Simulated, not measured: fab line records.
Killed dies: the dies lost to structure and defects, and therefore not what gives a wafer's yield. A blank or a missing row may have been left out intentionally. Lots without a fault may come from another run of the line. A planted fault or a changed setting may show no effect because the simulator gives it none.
Which tool did it?    flow n5 finfet    Sampling: 12 lots, 36 wafers, 3 of 1938 route steps

WHAT EACH GAUGE READ, for each wafer
N5_BEOL_M0_SAQP_CD_MEAS_40 targets a cd of 30 nm.
lot   measured      on         cd nm (nm)
L075  day 6 02:33   cd sem-02  30.03 29.69 29.86
L077  day 6 13:38   cd sem-03  30.19 30.20 30.42
L079  day 7 00:14   cd sem-02  29.64 30.18 30.22
L081  day 7 12:15   cd sem-03  30.17 30.01 30.35
L083  day 8 00:57   cd sem-01  30.14 29.78 29.80
L085  day 8 12:47   cd sem-02  30.50 29.91 30.53
L087  day 9 01:58   cd sem-02  29.87 29.92 29.82
L089  day 9 11:35   cd sem-01  30.40 30.10 30.05
L091  day 9 22:31   cd sem-03  30.47 30.56 30.36
L093  day 10 09:20  cd sem-03  29.37 30.00 29.67
L095  day 10 20:04  cd sem-03  29.98 29.70 29.97
L097  day 11 11:10  cd sem-01  30.37 30.32 30.31

WHICH TOOL RAN EACH LOT (tool, then ch and the chambers of the sampled wafers, then the start)
lot   N5_BEOL_M0_SAQP_RECESS_104          N5_BEOL_M0_SAQP_ETCH_107
L075  vapor etch-01 ch 0, day 5 23:37     rie diel-05 ch 1,3, day 6 00:29
L077  vapor etch-01 ch 0, day 6 10:50     rie diel-04 ch 1,2, day 6 11:28
L079  vapor etch-01 ch 0, day 6 22:10     rie diel-05 ch 1,2,3, day 6 22:48
L081  vapor etch-01 ch 0, day 7 09:32     rie diel-04 ch 0,1,2, day 7 10:03
L083  vapor etch-01 ch 0,1, day 7 23:08   rie diel-05 ch 1,2, day 7 23:38
L085  vapor etch-01 ch 0,1, day 8 10:58   rie diel-04 ch 0,3, day 8 11:29
L087  vapor etch-01 ch 0,1, day 8 23:58   rie diel-05 ch 0,1,3, day 9 00:38
L089  vapor etch-01 ch 0,1, day 9 09:39   rie diel-04 ch 0,1,3, day 9 10:10
L091  vapor etch-02 ch 0,1, day 9 19:46   rie diel-05 ch 0,1, day 9 20:12
L093  vapor etch-02 ch 0,1, day 10 07:14  rie diel-05 ch 1,2, day 10 07:47
L095  vapor etch-02 ch 0,1, day 10 18:14  rie diel-04 ch 0,2,3, day 10 18:46
L097  vapor etch-01 ch 0,1, day 11 09:13  rie diel-05 ch 0,1, day 11 09:44
- N5_BEOL_M0_SAQP_RECESS_104: chemistry HF/NH3, target SiO2, target depth 18 nm, afs cycles 3, sublimation time 60 s.
- N5_BEOL_M0_SAQP_ETCH_107: etches SiNx in CH3F/O2, target depth 30 nm.

THE ANSWER, worked out from the rows above alone
Rule: the usual values come from the lots themselves. The widest of any qualifying gaps counts: lots, ordered by their means at a reading, are off when they make up no more than a third of the lots, leave a main group of 4 or more, and stand apart from it by 3 or more times the standard deviation of that group's means. A main group is skipped when, at the precision printed for the reading in the tables above, its means are all equal. Also off: a lot with no number at a reading for which 4 or more lots have one. The other lots that the step has rows for count as sound.
None of the lots is off at any reading shown; this tells nothing.

WHAT HAD BEEN PUT IN BY THE SIMULATOR
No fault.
